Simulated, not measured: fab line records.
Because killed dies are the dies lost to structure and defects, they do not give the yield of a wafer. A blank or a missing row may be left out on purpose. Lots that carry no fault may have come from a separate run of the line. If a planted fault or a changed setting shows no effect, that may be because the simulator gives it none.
Which tool did it? | flow nand-harc | 21 wafers from 7 lots sampled at 3 of the route's 1159 steps

WHAT EACH GAUGE READ, for each wafer
NHARC_END_SORT_01.
lot  | measured     | on        | killed-at-periphery
L314 | day 21 06:08 | prober-01 | 3 6 4
L316 | day 21 07:43 | prober-02 | 3 5 2
L323 | day 23 16:43 | prober-01 | 18 12 9

TOOL THAT RAN EACH LOT (tool first, then ch and the chambers of the sampled wafers, then the start)
lot  | NHARC_P_BONDPAD_CMP_19        | NHARC_A_ONON_D1_DEP_00
L309 | cmp-02 ch 0,2,3, day 7 05:32  | pecvd-onon-03 ch 0, day 8 05:41
L311 | cmp-02 ch 0,2, day 7 15:13    | pecvd-onon-03 ch 0, day 8 15:31
L314 | cmp-02 ch 0,1,2, day 8 13:21  | pecvd-onon-03, day 9 12:59
L316 | cmp-02 ch 0,1, day 8 18:35    | pecvd-onon-02, day 9 19:08
L323 | cmp-04 ch 1,2,3, day 10 16:40 | pecvd-onon-02 ch 0, day 11 14:38
L325 | cmp-02 ch 0,3, day 11 08:58   | pecvd-onon-03 ch 0, day 12 09:36
L327 | cmp-03 ch 1,2,3, day 11 20:12 | pecvd-onon-04 ch 0, day 12 19:38
- NHARC_P_BONDPAD_CMP_19: polishes, t overpolish 30 s, cu recess touch 16 s, target thk 160.81 nm.
- NHARC_A_ONON_D1_DEP_00: target thk 1000 nm.

THE ANSWER, worked out from the rows above alone
Rule: the lots themselves supply what counts as usual. The widest of any qualifying gaps counts: lots, ordered by their means at a reading, are off when they make up no more than a third of the lots, leave a main group of 4 or more, and stand apart from it by 3 or more times the standard deviation of that group's means. The tables above print the reading to a certain number of digits; a main group whose means all agree to those digits is not used. A lot without any number at a reading at which 4 lots or more have one is off too. Any other lot the step has rows for is counted as sound.
Across all readings shown, no lot is off: no conclusion can be drawn from this.

WHAT WAS PUT IN BY THE SIMULATOR
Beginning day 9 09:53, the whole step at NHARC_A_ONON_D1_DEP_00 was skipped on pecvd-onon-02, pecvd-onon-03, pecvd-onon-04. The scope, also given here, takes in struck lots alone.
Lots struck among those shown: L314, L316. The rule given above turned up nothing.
